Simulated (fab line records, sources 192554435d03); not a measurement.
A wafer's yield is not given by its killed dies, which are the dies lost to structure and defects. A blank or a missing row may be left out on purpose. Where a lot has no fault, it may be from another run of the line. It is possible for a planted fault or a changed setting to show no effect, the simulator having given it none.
Matching of chambers    flow n5Finfet    N5_FIN_SAQP_MANDREL2_REMOVE_60 on rieSi-05 has 4 sister chambers
The step chemistry HBr/Cl2/O2, target a-Si, stops on SiNx, bt time 10 s. 30 wafers are shown with their chamber, then 12 later ones without.

== WAFERS, EACH WITH ITS CHAMBER ==
wafer   chamber  drypumpMotorCurrentA (A)  oesProductAu (a.u.)
L075.1  3        6.1                       1.000
L075.2  0        5.1                       1.038
L075.3  2        6.6                       0.993
L075.4  3        6.1                       1.004
L075.5  2        6.5                       0.997
L075.6  0        5.1                       1.027
L080.1  3        6.1                       1.000
L080.4  0        5.1                       1.019
L080.6  0        5.1                       1.022
L081.1  0        5.1                       1.033
L081.3  3        6.1                       1.005
L081.4  2        6.5                       0.998
L082.3  3        6.1                       1.001
L082.4  1        5.2                       1.027
L082.6  3        6.1                       1.012
L086.1  1        5.2                       1.017
L086.2  0        5.1                       1.024
L086.3  3        6.1                       1.004
L086.4  2        6.5                       0.998
L086.5  0        5.1                       1.032
L086.6  1        5.2                       1.032
L087.1  3        6.1                       1.010
L087.2  0        5.1                       1.028
L087.5  0        5.1                       1.017
L092.1  1        5.2                       1.046
L092.2  2        6.6                       0.987
L092.6  3        6.1                       1.021
L093.1  1        5.2                       1.040
L093.4  3        6.1                       1.004
L093.6  0        5.1                       1.022

SIGNATURES (averages over the wafers above)
reading               chamber 0  chamber 1  chamber 2  chamber 3  scatter within a chamber
drypumpMotorCurrentA  5.100      5.200      6.540      6.100      0.0215
oesProductAu          1.02620    1.03240    0.99460    1.00610    0.0073
Rule: for a wafer and a chamber, the distance is found by dividing, reading by reading, the gap between the wafer's reading and the chamber's mean by the reading's scatter, squaring, summing and taking the root. The wafer belongs to the nearest chamber; if the next one is less than 2 further off, it can't be placed. The scatter: the root of (the sum of the squares of (reading less its chamber's mean) over the shown wafers, divided by (wafers less chambers)).

== WAFERS WHOSE CHAMBER IS MISSING ==
wafer   drypumpMotorCurrentA (A)  oesProductAu (a.u.)
L094.1  6.5                       0.993
L094.2  5.1                       1.024
L094.5  6.5                       0.994
L095.1  6.5                       0.990
L095.2  5.1                       1.021
L095.3  5.2                       1.033
L095.4  6.1                       1.008
L095.5  5.2                       1.025
L095.6  6.5                       1.000
L097.2  6.1                       1.015
L097.3  5.3                       1.029
L097.6  5.1                       1.024

== WHICH CHAMBER EACH ONE RAN IN ==
wafer   from the rows above  in truth
L094.1  2                    2
L094.2  0                    0
L094.5  2                    2
L095.1  2                    2
L095.2  0                    0
L095.3  1                    1
L095.4  3                    3
L095.5  1                    1
L095.6  2                    2
L097.2  3                    3
L097.3  1                    1
L097.6  0                    0
12 of 12 placed correctly. From these rows, 0 cannot be placed. 0 placed wrongly.
